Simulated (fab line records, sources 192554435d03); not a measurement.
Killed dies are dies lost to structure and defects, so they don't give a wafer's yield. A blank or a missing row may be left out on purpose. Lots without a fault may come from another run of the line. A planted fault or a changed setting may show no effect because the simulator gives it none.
Chamber matching | flow n5_finfet | N5_BEOL_M3_DESCUM_16 on rie_diel-02: 4 sister chambers
The step chemistry O2, time 7 s. 16 wafers are shown with their chamber, then 8 later ones without.

WAFERS WITH THEIR CHAMBER
wafer  | chamber | drypump_motor_current_A (A) | showerhead_plenum_p_Torr (Torr) | throttle_valve_pct (%)
L076.4 | 1       | 6.3                         | 2.14                            | 20.13
L076.5 | 2       | 5.9                         | 1.98                            | 20.33
L076.6 | 3       | 6.2                         | 2.18                            | 20.55
L079.2 | 2       | 5.9                         | 1.98                            | 20.34
L079.4 | 1       | 6.3                         | 2.14                            | 20.15
L079.5 | 0       | 5.2                         | 2.11                            | 20.14
L083.3 | 0       | 5.2                         | 2.11                            | 20.18
L083.5 | 0       | 5.2                         | 2.11                            | 20.18
L083.6 | 1       | 6.3                         | 2.14                            | 20.14
L087.2 | 1       | 6.3                         | 2.13                            | 20.17
L087.4 | 0       | 5.2                         | 2.11                            | 20.18
L087.6 | 1       | 6.3                         | 2.13                            | 20.17
L089.1 | 3       | 6.3                         | 2.17                            | 20.61
L089.3 | 1       | 6.3                         | 2.13                            | 20.15
L089.6 | 1       | 6.3                         | 2.13                            | 20.16
L090.2 | 0       | 5.2                         | 2.11                            | 20.18

SIGNATURES (means of the wafers above)
reading                  | chamber 0 | chamber 1 | chamber 2 | chamber 3 | scatter within a chamber
drypump_motor_current_A  | 5.200     | 6.300     | 5.900     | 6.250     | 0.0204
showerhead_plenum_p_Torr | 2.1100    | 2.1343    | 1.9800    | 2.1750    | 0.0043
throttle_valve_pct       | 20.1720   | 20.1529   | 20.3350   | 20.5800   | 0.0193
Rule: a wafer's distance from a chamber is the root of the sum, over the readings, of the square of ((its reading less the chamber's mean) divided by the reading's scatter). The wafer belongs to the nearest chamber; if the next one is less than 2 further off, it can't be placed. The scatter: the root of (the sum of the squares of (reading less its chamber's mean) over the shown wafers, divided by (wafers less chambers)).

WAFERS WITHOUT THEIR CHAMBER
wafer  | drypump_motor_current_A (A) | showerhead_plenum_p_Torr (Torr) | throttle_valve_pct (%)
L090.3 | 6.3                         | 2.13                            | 20.17
L090.5 | 5.9                         | 2.24                            | 20.05
L093.2 | 5.9                         | 2.23                            | 20.05
L093.5 | 5.9                         | 2.23                            | 20.05
L093.6 | 6.2                         | 2.17                            | 20.62
L097.1 | 5.2                         | 2.11                            | 19.99
L097.3 | 5.2                         | 2.11                            | 20.00
L097.4 | 5.2                         | 2.11                            | 19.99

WHICH CHAMBER EACH WENT THROUGH
wafer  | from the rows above | in truth
L090.3 | 1                   | 1
L090.5 | 1                   | 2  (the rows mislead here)
L093.2 | 1                   | 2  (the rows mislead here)
L093.5 | 1                   | 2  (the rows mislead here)
L093.6 | 3                   | 3
L097.1 | 0                   | 0
L097.3 | 0                   | 0
L097.4 | 0                   | 0
Placed correctly: 5 of 8. Can't be placed from these rows: 0. Placed wrongly: 3.
